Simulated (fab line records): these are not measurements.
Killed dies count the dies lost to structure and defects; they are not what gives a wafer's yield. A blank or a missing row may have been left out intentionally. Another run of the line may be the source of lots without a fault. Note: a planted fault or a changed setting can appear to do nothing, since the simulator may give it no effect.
fab line records | flow nand-harc
record lots=9 wafers=27 last-day=34
route steps=1302 shown P_BONDPAD@385 A_ONON_D1@439 A_CHANNEL_HOLE_D1@460 END@1301
lots that met no fault: from a run of the same line without faults
start-h: hours from the record's first day to the start of the lot's first wafer shown | wait-h: hours since the lot's step before | " as in the row above | L1.1+2: a row that stands for several wafers | - no value, or no start given | * or withheld: withheld | < > ~ a bound
route shown NAME@n: names a module that has steps shown in the file, with the first one's number in the route | usual: mean and standard deviation over wafers with no fault | same: alike in all rows | chamber/n: place in a boat | sites: readings site by site | _std_site: standard deviation of those values | _edge_site: mean of outer sites minus mean of inner sites | radius-mm: for every site, how far away it sits from the centre of the wafer | mask NAME#n: copy n | behind: tool/chamber where the wafer was last shaped | hold: cause of the lot's hold/its duration in hours/its outcome | device: the n, p or np transistor that did not switch | end of line: the same wafers' tests at the end of the route | for a step that has no rows: nothing shown but its recipe | killed: at the first sort, the dies lost to defects and structure; wafer yield is something else | map: per-die view of a wafer (x killed, . not killed, _ where there is no die)
set.NAME: the run value of the setting; set.NAME@STEP: its run value at that earlier step | model.NAME: the simulator's own value behind a step, which no gauge read
route steps across a sampled set of lots; one table per step, one row per wafer
services: a tool's chamber out of use, with start hour (start-h, from the record's first day; less than 0 if before it), hours out, and reason
## steps
# step NHARC_P_BONDPAD_INSPECT_23
# usual raw-defect-count=315/93
# columns lot.wafer tool chamber start-h wait-h raw-defect-count
L265.3 defect-inspect-02 - 195.50 0.0 260
L265.4 " - " " 281
L265.5 " - " " 290
L268.3 defect-inspect-02 - 225.94 0.0 377
L268.4 " - " " 409
L268.6 " - " " 342
L269.3 defect-inspect-01 - 241.00 0.0 374
L269.4 " - " " 313
L269.6 " - " " 343
L271.2 defect-inspect-01 - 256.46 0.0 233
L271.4 " - " " 174
L271.6 " - " " 274
L274.2 defect-inspect-01 - 280.11 0.0 380
L274.3 " - " " 573
L274.4 " - " " 340
L275.1 defect-inspect-02 - 301.22 0.0 431
L275.2 " - " " 368
L275.3 " - " " 462
L278.1 defect-inspect-01 - 326.54 0.0 188
L278.2 " - " " 405
L278.4 " - " " 137
L280.2 defect-inspect-01 - 337.70 0.0 221
L280.4 " - " " 263
L280.5 " - " " 427
L282.2 defect-inspect-01 - 365.67 0.0 224
L282.4 " - " " 255
L282.6 " - " " 253
# step NHARC_A_ONON_D1_THK_MEAS_21
# recipe thk-meas-gauge=ellipsometry
# usual thk-nm=999/9.2
# columns lot.wafer tool chamber start-h wait-h thk-nm
L265.3 film-metro-01 - 230.40 - 989
L265.4 " - " " 989
L265.5 " - " " 988
L268.3 film-metro-01 - 259.76 - 1007
L268.4 " - " " 1009
L268.6 " - " " 1007
L269.3 film-metro-01 - 276.93 - 990
L269.4 " - " " 991
L269.6 " - " " 989
L271.2 film-metro-02 - 291.25 - 1012
L271.4 " - " " 1014
L271.6 " - " " 1014
L274.2 film-metro-01 - 314.12 - 983
L274.3 " - " " 983
L274.4 " - " " 982
L275.1 film-metro-02 - 336.09 - 1009
L275.2 " - " " 1010
L275.3 " - " " 1010
L278.1 film-metro-02 - 364.63 - 996
L278.2 " - " " 995
L278.4 " - " " 995
L280.2 film-metro-02 - 373.20 - 997
L280.4 " - " " 998
L280.5 " - " " 996
L282.2 film-metro-01 - 408.00 - 996
L282.4 " - " " 999
L282.6 " - " " 997
# step NHARC_A_CHANNEL_HOLE_D1_PEB_08
# recipe peb-temp-c=100 peb-time-s=65
# usual resist-line-temp-C=23.01/0.091
# columns lot.wafer tool chamber start-h wait-h resist-line-temp-C
L265.3 litho-track-06 0 235.14 0.0 22.91
L265.4 " 0 " " 22.91
L265.5 " 0 " " 22.98
L268.3 litho-track-01 0 266.88 0.0 22.97
L268.4 " 0 " " 22.93
L268.6 " 0 " " 23.05
L269.3 litho-track-01 0 282.01 0.0 23.03
L269.4 " 0 " " 23.09
L269.6 " 0 " " 22.89
L271.2 litho-track-04 0 296.76 0.1 22.99
L271.4 " 0 " " 23.12
L271.6 " 0 " " 22.98
L274.2 litho-track-01 0 323.10 0.1 22.98
L274.3 " 0 " " 22.99
L274.4 " 0 " " 22.96
L275.1 litho-track-01 0 341.17 0.1 22.96
L275.2 " 0 " " 23.05
L275.3 " 0 " " 22.97
L278.1 litho-track-04 0 369.53 0.1 22.95
L278.2 " 0 " " 22.98
L278.4 " 0 " " 23.02
L280.2 litho-track-06 0 381.40 0.1 23.06
L280.4 " 0 " " 23.07
L280.5 " 0 " " 23.06
L282.2 litho-track-04 0 414.04 0.1 22.90
L282.4 " 0 " " 23.06
L282.6 " 0 " " 23.02
# step NHARC_A_CHANNEL_HOLE_D1_CD_MEAS_10
# recipe target-cd-nm=100 landing-energy-ev=500
# usual cd-nm=100.0/0.42
# columns lot.wafer tool chamber start-h wait-h cd-nm
L265.3 cd-sem-01 0 235.22 - 100.3
L265.4 " 0 " " 100.0
L265.5 " 0 " " 99.9
L268.3 cd-sem-03 0 266.96 - 99.0
L268.4 " 0 " " 100.2
L268.6 " 0 " " 99.2
L269.3 cd-sem-03 0 282.10 - 99.5
L269.4 " 0 " " 100.1
L269.6 " 0 " " 99.8
L271.2 cd-sem-01 0 296.84 - 100.3
L271.4 " 0 " " 100.1
L271.6 " 0 " " 99.8
L274.2 cd-sem-03 0 323.18 - 112.9
L274.3 " 0 " " 113.6
L274.4 " 0 " " 112.8
L275.1 cd-sem-03 0 341.25 - 112.8
L275.2 " 0 " " 113.0
L275.3 " 0 " " 112.7
L278.1 cd-sem-01 0 369.61 - 101.0
L278.2 " 0 " " 101.1
L278.4 " 0 " " 100.3
L280.2 cd-sem-03 0 381.48 - 100.7
L280.4 " 0 " " 100.6
L280.5 " 0 " " 100.2
L282.2 cd-sem-01 0 414.12 - 100.4
L282.4 " 0 " " 100.3
L282.6 " 0 " " 99.2
# step NHARC_A_CHANNEL_HOLE_D1_ETCH_16
# recipe target-depth-a=31000 over-etch-frac=0.3 time-s=806 ion-energy-ev=150 o2-flow-sccm=400 cos-flow-sccm=20 ar-flow-sccm=0 rf-w=500 bias-w=300 chemistry=O2/COS
# usual cos-flow-sccm=20.00/0.059 drypump-motor-current-A=5.66/0.3 mfc-ar-sccm=0.003/0.006 oes-product-au=1.000/0.0078 rf-fwd-power-W=499.3/1.5 rf-vpp-V=314.3/2.4 showerhead-plenum-p-Torr=3.13/0.15 throttle-valve-pct=28.330/0.0086
# columns lot.wafer tool chamber start-h wait-h cos-flow-sccm drypump-motor-current-A mfc-ar-sccm oes-product-au rf-fwd-power-W rf-hours-counter-h rf-vpp-V showerhead-plenum-p-Torr throttle-valve-pct
L265.4 rie-diel-01 1 - - 19.97 5.37 0.012 0.990 497.6 2 315.4 3.14 28.321
L265.3 " 2 " " 19.98 5.70 0 0.995 500.7 2 315.5 3.23 28.325
L265.5 " 1 " " 20.00 5.36 0.012 1.003 499.8 - 315.0 3.14 28.319
L268.3 rie-diel-01 1 - - 19.96 5.37 0.012 1.003 498.1 4 314.3 3.14 28.321
L268.4 " 2 " " 19.96 5.66 0 1.001 497.8 4 315.8 3.23 28.341
L268.6 " 0 " " 19.99 5.62 0 0.994 499.5 - 316.7 3.34 28.331
L269.3 rie-diel-01 1 - - 19.91 5.39 0.012 1.006 499.2 6 314.5 3.14 28.340
L269.4 " 0 " " 20.02 5.65 0 0.991 500.8 6 316.5 3.34 28.326
L269.6 " 1 " " 20.09 5.38 0.012 1.001 498.2 - 316.0 3.14 28.339
L271.2 rie-diel-01 1 - - 20.02 5.36 0.012 1.011 500.0 7 314.6 3.14 28.327
L271.4 " 2 " " 20.06 5.67 0 1.002 496.8 7 315.8 3.23 28.323
L271.6 " 2 " " 20.00 5.70 0 1.004 496.8 - 314.6 3.23 28.330
L274.2 rie-diel-01 2 - - 19.96 5.73 0 0.997 497.9 9 315.5 3.23 28.339
L274.4 " 3 " " 19.98 5.33 0 0.999 499.5 9 310.4 2.93 28.325
L274.3 " 1 " " 20.06 5.35 0.012 1.003 498.2 10 314.7 3.14 28.327
L275.1 rie-diel-01 3 - - 19.92 5.31 0 1.000 501.5 11 311.5 2.93 28.320
L275.2 " 1 " " 20.05 5.37 0.012 1.002 500.4 12 314.0 3.14 28.336
L275.3 " 2 " " 20.04 5.72 0 1.000 500.1 11 316.4 3.23 28.335
L278.1 rie-diel-01 2 - - 19.97 5.66 0 0.993 499.5 14 316.9 3.23 28.320
L278.2 " 3 " " 19.96 5.31 0 0.982 498.0 13 310.4 2.92 28.336
L278.4 " 0 " " 20.02 5.62 0 1.000 498.1 12 318.1 3.33 28.328
L280.2 rie-diel-07 0 - - 19.92 6.14 0 1.014 497.5 27 311.2 2.90 28.330
L280.4 " 1 " " 20.01 5.72 0 1.003 499.2 26 312.9 2.95 28.321
L280.5 " 3 " " 20.03 6.13 0 0.999 497.3 - 316.0 3.30 28.328
L282.2 rie-diel-07 3 - - 19.96 6.14 0 0.991 498.6 39 315.2 3.30 28.341
L282.4 " 2 " " 20.05 5.95 0 1.014 499.2 - 314.0 3.08 28.326
L282.6 " 3 " " 19.91 6.14 0 0.998 500.1 - 317.1 3.30 28.334
# step NHARC_A_CHANNEL_HOLE_D1_CD_MEAS_30
# usual cd-nm=89.7/1
# columns lot.wafer tool chamber start-h wait-h cd-nm
L265.3 cd-sem-01 - 243.10 - 89.7
L265.4 " - " " 88.9
L265.5 " - " " 90.6
L268.3 cd-sem-02 - 277.48 - 89.5
L268.4 " - " " 90.4
L268.6 " - " " 89.5
L269.3 cd-sem-03 - 292.35 - 87.1
L269.4 " - " " 89.3
L269.6 " - " " 89.2
L271.2 cd-sem-02 - 303.73 - 90.3
L271.4 " - " " 90.1
L271.6 " - " " 89.0
L274.2 cd-sem-02 - 332.77 - 103.8
L274.3 " - " " 103.5
L274.4 " - " " 102.9
L275.1 cd-sem-01 - 348.92 - 103.3
L275.2 " - " " 103.1
L275.3 " - " " 104.4
L278.1 cd-sem-01 - 376.50 - 90.5
L278.2 " - " " 91.7
L278.4 " - " " 89.2
L280.2 cd-sem-03 - 398.47 - 89.5
L280.4 " - " " 89.0
L280.5 " - " " 89.7
L282.2 cd-sem-03 - 421.45 - 90.2
L282.4 " - " " 89.6
L282.6 " - " " 89.1
# step NHARC_A_CHANNEL_HOLE_D1_XSEM_31
# recipe landing-energy-ev=35000
# usual bot-cd-nm=74.3/1.2 bow-nm=8.73/0.21 tilt-deg=0.07/0.047
# columns lot.wafer tool chamber start-h wait-h bot-cd-nm bow-nm tilt-deg
L265.3 xsem-02 0 243.20 0.1 74.4 8.83 0.08
L265.4 " 0 " " 73.6 8.80 0.08
L265.5 " 0 " " 74.4 8.91 0.09
L268.3 xsem-01 0 277.57 0.1 74.2 8.52 0.08
L268.4 " 0 " " 74.7 8.49 0.08
L268.6 " 0 " " 73.7 8.58 0.08
L269.3 xsem-01 0 292.44 0.1 71.9 8.68 0.02
L269.4 " 0 " " 72.5 8.70 0.02
L269.6 " 0 " " 72.7 8.64 0.02
L271.2 xsem-01 0 303.82 0.1 73.7 8.48 0.05
L271.4 " 0 " " 73.9 8.50 0.05
L271.6 " 0 " " 72.2 8.56 0.05
L274.2 xsem-01 0 332.85 0.1 89.5 8.67 -0.03
L274.3 " 0 " " 89.4 8.68 -0.03
L274.4 " 0 " " 88.6 8.63 -0.03
L275.1 xsem-02 0 349.01 0.1 87.3 8.37 0.17
L275.2 " 0 " " 87.7 8.46 0.17
L275.3 " 0 " " 88.0 8.48 0.17
L278.1 xsem-02 0 376.60 0.1 75.9 8.43 0.11
L278.2 " 0 " " 77.4 8.42 0.11
L278.4 " 0 " " 74.4 8.40 0.11
L280.2 xsem-01 0 398.55 0.1 73.4 8.81 0.04
L280.4 " 0 " " 72.9 8.89 0.04
L280.5 " 0 " " 75.0 8.85 0.04
L282.2 xsem-02 0 421.55 0.1 74.6 8.91 0.08
L282.4 " 0 " " 74.1 8.95 0.08
L282.6 " 0 " " 74.0 8.94 0.08
# step NHARC_END_WLT_00
# usual VT_DECK1_BOTTOM=0.870/0.0064 VT_DECK1_BOTTOM_INNER=0.871/0.0066 VT_DECK1_MEDIAN_NEAR_BOTTOM=0.872/0.006 VT_DECK1_MEDIAN_NEAR_BOTTOM_INNER=0.872/0.0063 VT_DECK1_MIDDLE=0.885/0.0065 VT_DECK1_MIDDLE_INNER=0.884/0.0061 VT_DECK1_TOP=0.896/0.0058 VT_DECK1_TOP_INNER=0.896/0.0065 VT_DECK2_BOTTOM=0.874/0.0068 VT_DECK2_BOTTOM_INNER=0.875/0.0072 VT_DECK2_MEDIAN_NEAR_BOTTOM=0.876/0.0074 VT_DECK2_MEDIAN_NEAR_BOTTOM_INNER=0.876/0.0065 VT_DECK2_MIDDLE=0.888/0.0072 VT_DECK2_MIDDLE_INNER=0.888/0.0067 VT_DECK2_TOP=0.900/0.0066 VT_DECK2_TOP_INNER=0.900/0.0064
# columns lot.wafer tool chamber start-h wait-h VT_DECK1_BOTTOM VT_DECK1_BOTTOM_INNER VT_DECK1_MEDIAN_NEAR_BOTTOM VT_DECK1_MEDIAN_NEAR_BOTTOM_INNER VT_DECK1_MIDDLE VT_DECK1_MIDDLE_INNER VT_DECK1_TOP VT_DECK1_TOP_INNER VT_DECK2_BOTTOM VT_DECK2_BOTTOM_INNER VT_DECK2_MEDIAN_NEAR_BOTTOM VT_DECK2_MEDIAN_NEAR_BOTTOM_INNER VT_DECK2_MIDDLE VT_DECK2_MIDDLE_INNER VT_DECK2_TOP VT_DECK2_TOP_INNER
L265.3 prober-02 - 598.80 1.0 0.867 0.859 0.866 0.871 0.879 0.881 0.895 0.891 0.864 0.863 0.867 0.856 0.876 0.873 0.889 0.883
L265.4 " - " " 0.860 0.872 0.870 0.859 0.878 0.879 0.886 0.887 0.861 0.855 0.859 0.860 0.872 0.874 0.893 0.892
L265.5 " - " " 0.869 0.869 0.863 0.869 0.878 0.887 0.886 0.888 0.853 0.857 0.851 0.858 0.868 0.876 0.891 0.879
L268.3 prober-01 - 650.60 1.0 0.874 0.856 0.869 0.865 0.875 0.873 0.899 0.892 0.876 0.882 0.883 0.880 0.895 0.899 0.915 0.903
L268.4 " - " " 0.858 0.862 0.866 0.873 0.878 0.883 0.897 0.886 0.885 0.877 0.878 0.881 0.891 0.898 0.907 0.912
L268.6 " - " " 0.869 0.858 0.856 0.871 0.874 0.878 0.891 0.890 0.886 0.882 0.883 0.885 0.892 0.899 0.908 0.910
L269.3 prober-01 - 658.42 3.9 0.862 0.863 0.864 0.865 0.885 0.887 0.896 0.901 0.881 0.879 0.885 0.879 0.895 0.896 0.906 0.911
L269.4 " - " " 0.869 0.876 0.875 0.864 0.885 0.883 0.897 0.903 0.878 0.882 0.880 0.880 0.898 0.886 0.907 0.908
L269.6 " - 659.94 5.4 0.868 0.868 0.869 0.865 0.889 0.882 0.895 0.885 0.877 0.872 0.877 0.875 0.901 0.889 0.913 0.900
L271.2 prober-01 - 687.90 0.6 0.870 0.872 0.867 0.866 0.891 0.884 0.896 0.901 0.879 0.881 0.887 0.870 0.890 0.894 0.905 0.903
L271.4 " - 688.92 1.6 0.862 0.873 0.874 0.872 0.883 0.891 0.902 0.896 0.869 0.868 0.877 0.875 0.887 0.884 0.906 0.894
L271.6 " - 689.93 2.6 0.864 0.870 0.876 0.869 0.878 0.880 0.889 0.904 0.881 0.876 0.876 0.879 0.894 0.894 0.898 0.908
L275.1 prober-02 - 708.41 0.1 0.900 0.904 0.905 0.904 0.906 0.908 0.922 0.913 0.874 0.879 0.886 0.874 0.885 0.887 0.904 0.901
L275.2 " - " " 0.907 0.898 0.900 0.909 0.918 0.922 0.924 0.931 0.877 0.870 0.882 0.876 0.889 0.886 0.908 0.890
L275.3 " - " " 0.892 0.906 0.905 0.909 0.913 0.918 0.921 0.921 0.876 0.876 0.871 0.877 0.888 0.889 0.900 0.903
L278.1 prober-02 - 735.76 0.1 0.874 0.884 0.871 0.874 0.890 0.886 0.894 0.900 0.877 0.871 0.873 0.873 0.883 0.894 0.892 0.889
L278.2 " - " " 0.880 0.883 0.881 0.882 0.898 0.891 0.897 0.899 0.872 0.872 0.874 0.872 0.877 0.888 0.897 0.899
L278.4 " - 737.26 1.6 0.872 0.860 0.870 0.872 0.893 0.890 0.895 0.893 0.865 0.870 0.879 0.865 0.881 0.894 0.896 0.902
L280.2 prober-02 - 769.97 0.6 0.872 0.874 0.881 0.875 0.894 0.884 0.895 0.906 0.867 0.863 0.876 0.877 0.882 0.876 0.889 0.893
L280.4 " - " " 0.870 0.866 0.872 0.870 0.890 0.885 0.901 0.902 0.867 0.868 0.871 0.875 0.878 0.879 0.894 0.898
L280.5 " - " " 0.870 0.870 0.873 0.875 0.887 0.884 0.900 0.902 0.867 0.858 0.866 0.869 0.889 0.877 0.892 0.889
L282.2 prober-01 - 802.51 0.5 0.879 0.875 0.873 0.875 0.893 0.891 0.906 0.896 0.867 0.870 0.871 0.875 0.888 0.880 0.888 0.898
L282.4 " - 803.51 1.5 0.873 0.869 0.873 0.874 0.888 0.887 0.899 0.901 0.859 0.872 0.863 0.862 0.874 0.883 0.898 0.891
L282.6 " - 804.51 2.5 0.873 0.876 0.875 0.876 0.888 0.893 0.898 0.903 0.869 0.856 0.871 0.863 0.879 0.885 0.889 0.894
# step NHARC_END_SORT_01
# recipe temp-c=25
# usual killed-at-array=56/21 killed-at-other=1.2/1.6 killed-at-periphery=3.7/2.5 killed-dies=61/21 killed-open=3.1/1.8 killed-short=2.8/1.7
# same gross-dies=677
# columns lot.wafer tool chamber start-h wait-h killed-at-array killed-at-other killed-at-periphery killed-dies killed-open killed-short
L275.1 prober-02 0 711.40 2.5 35 1 12 48 5 3
L275.2 prober-02 0 712.20 2.8 45 0 9 54 5 3
L275.3 prober-02 0 713.01 3.1 26 0 11 37 1 2
# killed by level:class
L275.1 A_CONTACT:chamber-film-flake=15 P_CONTACT:chamber-film-flake=7 A_CHANNEL_HOLE_D1:chamber-film-flake=7 A_SLIT:chamber-film-flake=4 P_M0:geometric-particle:open=2 A_STAIRCASE:chamber-film-flake=2 P_BONDPAD:area-etch=2 A_ONON_D1:geometric-particle:open=1
L275.2 A_CONTACT:chamber-film-flake=12 A_CHANNEL_HOLE_D1:chamber-film-flake=9 A_CHANNEL_HOLE_D1:area-peb=9 P_CONTACT:chamber-film-flake=5 P_GATE:chamber-film-flake=3 A_STAIRCASE:chamber-film-flake=3 A_SLIT:chamber-film-flake=3 A_ONON_D2:geometric-particle:open=2
L275.3 A_CHANNEL_HOLE_D1:chamber-film-flake=9 A_CONTACT:chamber-film-flake=7 P_CONTACT:chamber-film-flake=6 A_CHANNEL_HOLE_D1:area-peb=4 A_SLIT:chamber-film-flake=3 P_GATE:chamber-film-flake=2 P_M0:geometric-particle:short=1 P_M1:geometric-particle:open=1
## services
# columns tool chamber start-h hours kind
rie-diel-01 0 213.03 - clean
rie-diel-01 1 213.03 - clean
rie-diel-01 2 213.03 - clean
rie-diel-01 3 213.03 - clean
rie-diel-01 0 237.53 - clean
rie-diel-01 1 237.53 - clean
rie-diel-01 2 237.53 - clean
rie-diel-01 3 237.53 - clean
rie-diel-07 - 253.45 0.7 repair
rie-diel-01 0 262.03 - clean
rie-diel-01 1 262.03 - clean
rie-diel-01 2 262.03 - clean
rie-diel-01 3 262.03 - clean
rie-diel-07 0 275.90 13.9 repair
rie-diel-07 - 294.35 9.0 pm
rie-diel-07 3 327.72 7.0 repair
xsem-01 - 328.82 0.9 repair
litho-track-01 - 330.00 7.0 pm
rie-diel-01 0 340.62 2.5 repair
litho-track-06 - 354.00 7.0 pm
xsem-01 - 374.00 14.0 pm
litho-track-04 - 378.00 7.0 pm
rie-diel-01 - 381.03 9.0 pm
rie-diel-07 1 400.98 15.2 repair
## key
first-sign step=NHARC_A_CHANNEL_HOLE_D1_CD_MEAS_10 reading=cd-nm direction=up sigmas=31 usual=100.0 struck=113.0
effect step=NHARC_A_CHANNEL_HOLE_D1_CD_MEAS_30 reading=cd-nm direction=up sigmas=14 usual=89.7 struck=103.5
effect step=NHARC_A_CHANNEL_HOLE_D1_XSEM_31 reading=bot-cd-nm direction=up sigmas=12 usual=74.3 struck=88.4
effect step=NHARC_END_WLT_00 reading=VT_DECK1_MEDIAN_NEAR_BOTTOM_INNER direction=up sigmas=5.6 usual=0.872 struck=0.907
met-at NHARC_A_CHANNEL_HOLE_D1_PEB_08
struck-lots L274,L275
rows-end L274.2,L274.3,L274.4
tester-left-out L275
not-acting-at NHARC_P_BONDPAD_INSPECT_23,NHARC_A_ONON_D1_THK_MEAS_21,NHARC_A_CHANNEL_HOLE_D1_ETCH_16
onset-between 282.01 323.10
earlier-fault kind=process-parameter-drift tool=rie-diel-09 chamber=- onset-h=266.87 steps=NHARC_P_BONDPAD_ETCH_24 channel=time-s offset=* shape=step end-h=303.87 acts-in=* stated=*
fault kind=process-parameter-drift tool=litho-track-01 chamber=- onset-h=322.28 steps=NHARC_A_CHANNEL_HOLE_D1_PEB_08 channel=peb-time-s offset=* shape=step acts-in=* stated=*
# tester-left-out: of these lots the tester's yield and bins aren't shown, on N5 and GAA mostly nor the transistor test; their killed dies are dies lost to structure and defects alone, not to doping, threshold or leakage, so they don't give the yield
# rows-end: these wafers met a further fault down the route, and their rows from its step on are left out
